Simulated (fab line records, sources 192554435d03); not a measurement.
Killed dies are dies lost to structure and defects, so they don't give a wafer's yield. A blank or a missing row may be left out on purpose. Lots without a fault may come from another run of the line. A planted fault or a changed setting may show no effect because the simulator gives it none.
A struck lot beside a sound one | flow n5_finfet | 17 steps out of a route of 1938
Sound: wafers L494.1, L494.2, L494.4. Struck: wafers L506.1, L506.2, L506.4. The cause comes at the end.
At each step with rows: each side's tool, then ch and its chambers, then its first start. Under that, the readings that differ: sound wafers | struck wafers | difference of the means | sigmas: that difference in standard deviations of wafers without a fault.
alike: readings whose means differ by less than 2 such deviations, and words and numbers that are the same on both sides. not compared: withheld readings, readings that some wafer has no value for, bounds like >300 that may hide the same value, and numbers for which the record gives no deviation and whose values overlap.
The two part at a step that has a row with sigmas, a row that says differs or no value, or rows on one side only. Numbers that don't overlap but have no deviation are shown without sigmas and don't part them. A reading that every wafer of one side lacks parts them only if that side has two wafers or more.

N5_BEOL_M4_ANNEAL_82: time 240 s.
  sound on pvd_sputter-01, day 7 23:12; struck on pvd_sputter-03, day 11 13:50
  alike: heater_power_w
then, 3 steps without rows for these wafers: N5_BEOL_M4_SPUTTER_86 (material Cu, target thk 4.5 nm, time 8.29 s); N5_BEOL_M4_ANNEAL_87 (time 240 s); N5_BEOL_M4_SPUTTER_88 (material Cu, target thk 4.5 nm, time 8.29 s).
N5_BEOL_M4_ANNEAL_89: time 240 s.
  sound on pvd_sputter-01, day 7 23:38; struck on pvd_sputter-03, day 11 14:17
  alike: heater_power_w
then, 1 step without rows for these wafers: N5_BEOL_M4_SPUTTER_90 (material Cu, target thk 4.5 nm, time 8.29 s).
N5_BEOL_M4_ANNEAL_91: time 240 s.
  sound on pvd_sputter-01, day 7 23:52; struck on pvd_sputter-03, day 11 14:30
  alike: heater_power_w
then, 3 steps without rows for these wafers: N5_BEOL_M4_SPUTTER_92 (material Cu, target thk 4.5 nm, time 8.29 s); N5_BEOL_M4_ANNEAL_93 (time 240 s); N5_BEOL_M4_SPUTTER_94 (material Cu, target thk 4.5 nm, time 8.29 s).
N5_BEOL_M4_ANNEAL_95: time 240 s.
  sound on pvd_sputter-01, day 8 00:18; struck on pvd_sputter-03, day 11 14:56
  alike: heater_power_w
then, 1 step without rows for these wafers: N5_BEOL_M4_SPUTTER_96 (material Cu, target thk 4.5 nm, time 8.29 s).
N5_BEOL_M4_ECD_50: material Cu, target thk 300 nm.
  sound on ecd_cu-02 ch 0,1, day 8 00:33; struck on ecd_cu-01 ch 0,1, day 11 15:11
N5_BEOL_M4_ANNEAL_51: time 90 s.
  sound on rtp_anneal-02 ch 0, day 8 00:38; struck on rtp_anneal-01 ch 0, day 11 15:23
  alike: anneal_temp_c, wafer_temp_C_max
N5_BEOL_M4_CMP_52: polishes, stops on SiOC, t overpolish 6.8 s, target thk 40 nm.
  sound on cmp-02 ch 0,1,3, day 8 00:56; struck on cmp-01 ch 0,1,3, day 11 15:41
  reading                | sound          | struck      | difference | sigmas
  time_to_endpoint_s (s) | 62.6 60.5 62.4 | 2.1 0.0 0.0 | -61.1      | -24
  alike: motor_current_A
N5_BEOL_M4_RC_MEAS_101:
  the record has rows for the sound wafers here (prober-02 ch 0, day 8 01:46) and none for the struck ones
-- the record jumps here: 5 days lie between the struck wafers' starts before and after (it left off in module BEOL_M4 and takes up again in module PASSIVATION, whose first step shown is number 1936 of the route) --
N5_PASSIVATION_PROBE_49:
  sound on prober-01, day 12 21:29; struck on prober-01, day 16 04:10
  reading                  | sound          | struck         | difference | sigmas
  defect_limited_yield (%) | 91.5 90.9 91.0 | 0 0 0          | -91        | -70
  killed_at_M4_up          | 27 18 12       | 1083 1095 1089 | +1070      | +99 or more
  killed_dies              | 100 107 106    | 1180 1180 1180 | +1076      | +67
  killed_on_rim            | 9 13 13        | 152 152 152    | +140       | +39
  sort_bin_5_function (%)  | 4.7 5.0 5.5    | 96.5 96.9 96.8 | +91.7      | +99 or more
  sort_n_pass              | 1080 1073 1074 | 0 0 0          | -1076      | -67
  sort_yield_pct (%)       | 91.5 90.9 91.0 | 0 0 0          | -91        | -70
  alike: killed_at_M0_to_M3, killed_at_contacts, killed_at_front_end, killed_at_other, killed_open, killed_short, sort_bin_6_memory

WHERE THEY PART
First at N5_BEOL_M4_CMP_52; last, within this record, at N5_PASSIVATION_PROBE_49.

WHY: what the simulator had put in
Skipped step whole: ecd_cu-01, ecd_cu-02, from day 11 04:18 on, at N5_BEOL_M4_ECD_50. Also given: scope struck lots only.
